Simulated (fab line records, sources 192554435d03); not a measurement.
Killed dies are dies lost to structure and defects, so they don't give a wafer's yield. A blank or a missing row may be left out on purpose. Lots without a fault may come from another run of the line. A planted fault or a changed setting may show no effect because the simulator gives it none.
One fault seen from 2 desks | flow n5_finfet | each desk has only its own numbers; what lay behind them comes last

THE TOOL OWNER'S DESK: euv_scanner-02
The tool's own readings at N5_BEOL_M0_SAQP_EXPOSE_37 (exposes mask M0 CUT1, target cd 30 nm): means of the sampled wafers that have a number, for each lot that ran on this tool. A lot is out of limits, marked OUT, if its mean lies more than 4 standard deviations from the usual mean; the brackets give that distance.
Columns: A = exposure_dose_mJ_cm2 at N5_BEOL_M0_SAQP_EXPOSE_37, usual 44.70
lot  | first seen here | A
L478 | day 6 02:34     | 44.66
L486 | day 7 22:23     | 44.63
L489 | day 8 17:09     | 44.56
L496 | day 10 10:22    | 44.68
L498 | day 10 23:30    | 44.59
This desk's finding: nothing out of limits on any of the 5 lots.

THE METROLOGY DESK
What the gauges read, lot by lot, whatever tool the lot ran on: means of the sampled wafers that have a number. A lot is out of limits, marked OUT, if its mean lies more than 4 standard deviations from the usual mean; the brackets give that distance. Of its 11 readings 7 are shown: the one that was out of limits first, and those that lie furthest out on some lot.
Columns: A = cd_nm at N5_BEOL_M0_SAQP_CD_MEAS_40, usual 29.98 nm; B = DIBL_P at N5_BEOL_M4_RC_MEAS_101, usual 36.2 mV/V; C = ION_N at N5_BEOL_M4_RC_MEAS_101, usual 672 uA/um; D = ION_P at N5_BEOL_M4_RC_MEAS_101, usual 461 uA/um; E = SS_N at N5_BEOL_M4_RC_MEAS_101, usual 71.4 mV/dec; F = SS_P at N5_BEOL_M4_RC_MEAS_101, usual 73.2 mV/dec; G = VT_P at N5_BEOL_M4_RC_MEAS_101, usual -251 mV
lot  | first seen here | A                | B    | C   | D   | E    | F    | G
L478 | day 6 02:42     | 30.27            | 33.6 | 672 | 462 | 70.6 | 72.2 | -253
L482 | day 6 23:20     | 29.89            | 37.6 | 667 | 463 | 71.7 | 73.7 | -252
L486 | day 7 22:31     | 30.05            | 40.7 | 676 | 460 | 72.3 | 74.0 | -248
L489 | day 8 17:16     | 30.05            | 39.1 | 680 | 464 | 72.0 | 73.9 | -248
L492 | day 9 13:03     | 30.20            | 36.3 | 673 | 460 | 71.3 | 73.1 | -250
L495 | day 10 09:16    | 29.96            | 38.8 | 693 | 468 | 72.1 | 74.5 | -249
L496 | day 10 10:31    | 26.75 (-13) OUT  | 33.7 | 645 | 447 | 70.1 | 71.8 | -254
L497 | day 10 19:48    | 29.73            | 37.1 | 687 | 461 | 71.8 | 73.0 | -252
L498 | day 10 23:38    | 28.59 (-5.6) OUT | 36.1 | 682 | 472 | 71.6 | 73.1 | -244
This desk's finding: out of limits on L496, L498; first on L496, day 10 10:31 (cd_nm at N5_BEOL_M0_SAQP_CD_MEAS_40). In limits: L478, L482, L486, L489, L492, L495, L497.

PUT TOGETHER
The metrology desk could have raised an alarm at day 10 10:31, on L496, L498.
The tool owner's desk saw nothing out of limits.
The tool owner's desk has L496, L498 on record, within its limits.
Of the lots named, all ran N5_BEOL_M0_SAQP_EXPOSE_37 on euv_scanner-02.

WHAT THE SIMULATOR HAD PUT IN
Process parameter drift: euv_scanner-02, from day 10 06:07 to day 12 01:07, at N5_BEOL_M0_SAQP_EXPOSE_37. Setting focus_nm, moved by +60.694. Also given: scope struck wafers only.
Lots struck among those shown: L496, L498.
Hours from the fault's start to each desk's first reading out of limits: the metrology desk, 4.
